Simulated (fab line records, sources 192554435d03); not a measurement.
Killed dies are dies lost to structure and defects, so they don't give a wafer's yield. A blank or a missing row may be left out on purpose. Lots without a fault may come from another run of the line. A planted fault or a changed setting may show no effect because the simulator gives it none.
A struck lot beside a sound one | flow n5_finfet | 20 steps out of a route of 1938
Sound: wafers L469.4, L469.5, L469.6. Struck: wafers L462.1, L462.3, L462.5. The cause comes at the end.
At each step with rows: each side's tool, then ch and its chambers, then its first start. Under that, the readings that differ: sound wafers | struck wafers | difference of the means | sigmas: that difference in standard deviations of wafers without a fault.
alike: readings whose means differ by less than 2 such deviations, and words and numbers that are the same on both sides. not compared: withheld readings, readings that some wafer has no value for, bounds like >300 that may hide the same value, and numbers for which the record gives no deviation and whose values overlap.
The two part at a step that has a row with sigmas, a row that says differs or no value, or rows on one side only. Numbers that don't overlap but have no deviation are shown without sigmas and don't part them. A reading that every wafer of one side lacks parts them only if that side has two wafers or more.

first, 8 steps without rows for these wafers: N5_BEOL_M14_DESCUM_15 (chemistry O2, time 7.9 s); N5_BEOL_M14_ETCH_59 (etches BARC in N2/H2, target depth 89 nm, overetch 26.7 nm, time 67.9 s); N5_BEOL_M14_VIA_ETCH_16 (etches SiO2 in C4F8/O2/Ar, target depth 1231.3 nm); N5_BEOL_M14_STRIP_63 (strips in O2); N5_BEOL_M14_STRIP_64 (strips in O2); N5_BEOL_M14_STRIP_71 (strips in post etch residue remover, time 60 s); N5_BEOL_M14_SRD_72 (time 30 s, dry time 30 s); N5_BEOL_M14_COAT_65 (time 60 s, resist thk 450 nm).
N5_BEOL_M14_COAT_66: time 60 s, resist thk 110 nm.
  sound on litho_track-01 ch 0, day 16 22:02; struck on litho_track-03 ch 0, day 15 07:59
  reading                                     | sound                | struck               | difference | sigmas
  spin_speed_rpm (rpm)                        | 1499.6 1500.5 1499.9 | 1671.4 1670.6 1669.5 | +170.5     | +99 or more
  model.SiARC_of_BEOL_M14_COAT_66.thk_nm (nm) | 110.2 110.2 110.4    | 104 104.2 104.2      | -6         |
then, 8 steps without rows for these wafers: N5_BEOL_M14_COAT_22 (resist thk 300 nm); N5_BEOL_M14_EBR_24; N5_BEOL_M14_SOFTBAKE_23 (time 60 s); N5_BEOL_M14_EXPOSE_25 (exposes mask M14, target cd 280 nm); N5_BEOL_M14_PEB_26 (peb time 90 s); N5_BEOL_M14_DEVELOP_27 (develop time 45 s); N5_BEOL_M14_HARDBAKE_32 (time 120 s); N5_BEOL_M14_DESCUM_33 (chemistry O2, time 7.9 s).
N5_BEOL_M14_ETCH_67: etches SiARC in CF4, target depth 143 nm, time 238.3 s.
  sound on rie_diel-01 ch 2,3, day 16 22:34; struck on rie_diel-01 ch 0,3, day 15 08:40
  reading                                    | sound             | struck          | difference | sigmas
  etch_rf_on_time_s (s)                      | 246 246 248       | 229 214 229     | -23        | -2
  model.etch.depth_nm (nm)                   | 110.2 110.2 110.4 | 104 104.3 104.1 | -6         |
  model.coat_of_BEOL_M14_COAT_22.thk_nm (nm) | 211.4 212 211.6   | 215 215.2 214.6 | +3         |
  alike: drypump_motor_current_A, oes_product_au, rf_vpp_V, showerhead_plenum_p_Torr, throttle_valve_pct
  not compared: rf_hours_counter_h
N5_BEOL_M14_ETCH_68: etches SOC in N2/H2, time 450 s.
  sound on rie_diel-01 ch 2,3, day 16 22:43; struck on rie_diel-01 ch 0,3, day 15 08:49
  reading                                     | sound          | struck         | difference | sigmas
  model.SiARC_of_BEOL_M14_COAT_66.thk_nm (nm) | 65.6 65.6 66.8 | 59.2 59.4 58.6 | -6.9       |
  alike: drypump_motor_current_A, oes_product_au, rf_vpp_V, showerhead_plenum_p_Torr, throttle_valve_pct
  not compared: rf_hours_counter_h
then, 1 step without rows for these wafers: N5_BEOL_M14_STRIP_69 (strips in N2/H2).

WHERE THEY PART
First at N5_BEOL_M14_COAT_66; last, within this record, at N5_BEOL_M14_ETCH_67. Later steps at which nothing parts them and some readings are alike: N5_BEOL_M14_ETCH_68.

WHY: what the simulator had put in
Process parameter drift: litho_track-03, from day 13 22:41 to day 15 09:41, at N5_BEOL_M14_COAT_66. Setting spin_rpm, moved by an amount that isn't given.
